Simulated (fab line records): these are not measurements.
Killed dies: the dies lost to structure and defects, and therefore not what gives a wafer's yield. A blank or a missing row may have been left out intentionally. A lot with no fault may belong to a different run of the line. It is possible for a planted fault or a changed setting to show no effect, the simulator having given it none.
Matching of chambers | flow nand harc | NHARC_A_SLIT_DESCUM_14 on rie diel-09 has 4 sister chambers
The step chemistry O2, time 3 s. 8 wafers are shown with their chamber, then 9 later ones without.

== EACH WAFER AND ITS CHAMBER ==
wafer  | chamber | drypump motor current A (A) | oes product au (a.u.)
L883.6 | 1       | 5.8                         | 0.989
L887.6 | 3       | 6.3                         | 1.005
L889.1 | 0       | 5.6                         | 0.993
L889.5 | 2       | 5.9                         | 1.005
L889.6 | 3       | 6.4                         | 1.004
L890.2 | 2       | 5.9                         | 1.001
L890.3 | 0       | 5.6                         | 0.993
L890.5 | 1       | 5.8                         | 1.000

== WAFERS WHOSE CHAMBER IS MISSING ==
wafer  | drypump motor current A (A) | oes product au (a.u.)
L893.4 | 5.9                         | 1.014
L893.5 | 5.6                         | 0.984
L893.6 | 5.8                         | 1.002
L897.1 | 5.7                         | 0.986
L897.2 | 5.9                         | 1.002
L897.5 | 6.3                         | 0.995
L900.1 | 5.6                         | 0.979
L900.4 | 5.8                         | 1.003
L900.6 | 5.6                         | 0.992

== CHAMBER TAKEN BY EACH ==
wafer  | from the rows above     | in truth
L893.4 | 2                       | 2
L893.5 | 0                       | 0
L893.6 | can't be placed: 1 or 2 | 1
L897.1 | can't be placed: 0 or 1 | 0
L897.2 | 2                       | 2
L897.5 | 3                       | 3
L900.1 | 0                       | 0
L900.4 | can't be placed: 1 or 2 | 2
L900.6 | 0                       | 0
Correct placement for 6 of the 9. Not placeable from these rows: 3 (in 3, the candidates include the true chamber). Placed wrongly: 0.
How it was worked out, from the rows above alone: a wafer's distance from a chamber is the root of the sum, over the readings, of the square of ((its reading less the chamber's mean) divided by the reading's scatter). If the next closest chamber is less than 2 further off than the closest, the wafer can't be placed; otherwise it belongs to the closest. The mean given for a chamber averages the wafers shown for that chamber. How the scatter is found: for the shown wafers, subtract from each reading the mean of its chamber, square and add these, divide the total by (wafers less chambers), then take the root.
